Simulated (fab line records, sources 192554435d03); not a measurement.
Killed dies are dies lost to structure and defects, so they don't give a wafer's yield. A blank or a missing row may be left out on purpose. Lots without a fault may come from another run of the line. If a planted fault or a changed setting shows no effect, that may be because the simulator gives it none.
Which tool is to blame? | flow n5 finfet | 24 lots, 72 wafers sampled, at 1 step of a route of 1938

== WHAT THE GAUGES SHOWED, per wafer ==
N5_BEOL_M2_CD_MEAS_28: target cd 26.2 nm, target cd y 24.1 nm.
lot  | measured     | on        | cd nm (nm)
L074 | day 6 10:53  | cd sem-03 | 25.95 26.11 25.91
L075 | day 7 01:14  | cd sem-03 | 26.35 26.38 26.27
L077 | day 7 02:44  | cd sem-01 | 26.13 26.27 26.31
L076 | day 7 05:17  | cd sem-03 | 26.54 26.15 26.21
L079 | day 7 19:04  | cd sem-02 | 26.73 26.14 26.77
L078 | day 8 00:56  | cd sem-01 | 26.42 26.41 26.34
L080 | day 8 01:07  | cd sem-02 | 26.09 26.47 26.15
L081 | day 8 02:32  | cd sem-01 | 26.26 26.18 26.30
L082 | day 8 08:37  | cd sem-02 | 26.79 26.25 25.97
L083 | day 8 21:39  | cd sem-01 | 26.29 26.16 26.07
L084 | day 8 23:23  | cd sem-03 | 26.18 25.97 26.19
L085 | day 9 08:08  | cd sem-03 | 26.38 26.51 26.50
L086 | day 9 10:58  | cd sem-01 | 26.21 25.95 26.12
L087 | day 10 03:05 | cd sem-02 | 26.62 26.79 26.18
L088 | day 10 11:38 | cd sem-03 | 26.40 25.89 26.28
L090 | day 10 15:55 | cd sem-03 | 26.29 25.81 26.27
L089 | day 10 19:11 | cd sem-01 | 26.23 26.16 26.21
L091 | day 10 22:08 | cd sem-02 | 26.12 26.33 26.20
L092 | day 11 03:51 | cd sem-01 | 26.50 26.34 26.03
L093 | day 11 12:50 | cd sem-01 | 25.94 26.29 26.46
L094 | day 11 14:54 | cd sem-01 | 26.37 26.22 26.14
L095 | day 11 20:34 | cd sem-01 | 26.35 25.80 26.50
L096 | day 12 03:08 | cd sem-01 | 26.34 26.16 25.93
L097 | day 12 11:11 | cd sem-02 | 26.24 26.15 25.89

== TOOL THAT RAN EACH LOT (tool first, then ch and the chambers of the sampled wafers, then the start) ==
The record holds no process step before these readings.

== AS READ BY THE TOOLS THEMSELVES (means over the sampled wafers that have a number; for cases with no such wafer, the mark the record gives instead) ==
The record holds no such reading with a usual standard deviation.

== THE ANSWER, worked out from the rows above alone ==
Rule: usual is defined by the lots themselves. The widest of any qualifying gaps counts: lots, ordered by their means at a reading, are off when they make up no more than a third of the lots, leave a main group of 4 or more, and stand apart from it by 3 or more times the standard deviation of that group's means. A main group whose means are all the same, to the digits that the tables above print for the reading, isn't used. A lot without any number at a reading at which 4 lots or more have one is off too. All remaining lots with rows at the step are treated as sound. The gauges are gone through in route order, then the tools' own readings, and for those a lot's mean is taken as printed above. The first step at which some lot is off is used, and at that step the reading that is off furthest; a lot without a number counts as furthest.
Nothing can be told from this: no lot is off at any reading shown.

== WHAT THE SIMULATOR PUT IN ==
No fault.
